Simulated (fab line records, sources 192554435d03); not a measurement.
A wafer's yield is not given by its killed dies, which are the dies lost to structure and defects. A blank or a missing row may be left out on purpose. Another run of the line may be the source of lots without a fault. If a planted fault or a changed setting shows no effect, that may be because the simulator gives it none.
Matching of chambers    flow n5Finfet    4 sister chambers for N5_MOL_CONTACT_COAG_ETCH_65 on rieDiel-05
The step etches underlayer in N2/H2, target depth 13 nm, time 10.4 s. 4 wafers are shown with their chamber, then 8 later ones without.

## WAFERS PAIRED WITH THEIR CHAMBERS
wafer   chamber  showerheadPlenumPTorr (Torr)
L085.6  3        2.48
L087.5  1        2.48
L090.6  0        2.57
L091.2  2        2.64

## WAFERS WHOSE CHAMBER IS MISSING
wafer   showerheadPlenumPTorr (Torr)
L091.5  2.57
L091.6  2.47
L094.1  2.48
L094.3  2.63
L094.4  2.47
L095.2  2.63
L095.5  2.57
L095.6  2.48

## WHICH CHAMBER EACH WENT THROUGH
wafer   from the rows above      in truth
L091.5  0                        0
L091.6  can't be placed: 1 or 3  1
L094.1  can't be placed: 1 or 3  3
L094.3  2                        2
L094.4  can't be placed: 1 or 3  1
L095.2  2                        2
L095.5  0                        0
L095.6  can't be placed: 1 or 3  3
Placed correctly: 4 of 8. Can't be placed from these rows: 4 (the true chamber is among the candidates in 4). Number placed wrongly: 0.
How it was worked out, from the rows above alone: a wafer's distance from a chamber is the root of the sum, over the readings, of the square of ((its reading less the chamber's mean) divided by the reading's scatter). If the next closest chamber is less than 2 further off than the closest, the wafer can't be placed; otherwise it belongs to the closest. For every chamber, the mean is computed from those of its wafers that are shown. The scatter: with one shown wafer a chamber, the root of the mean of the squares of how far each hidden wafer lies from its nearest shown one.
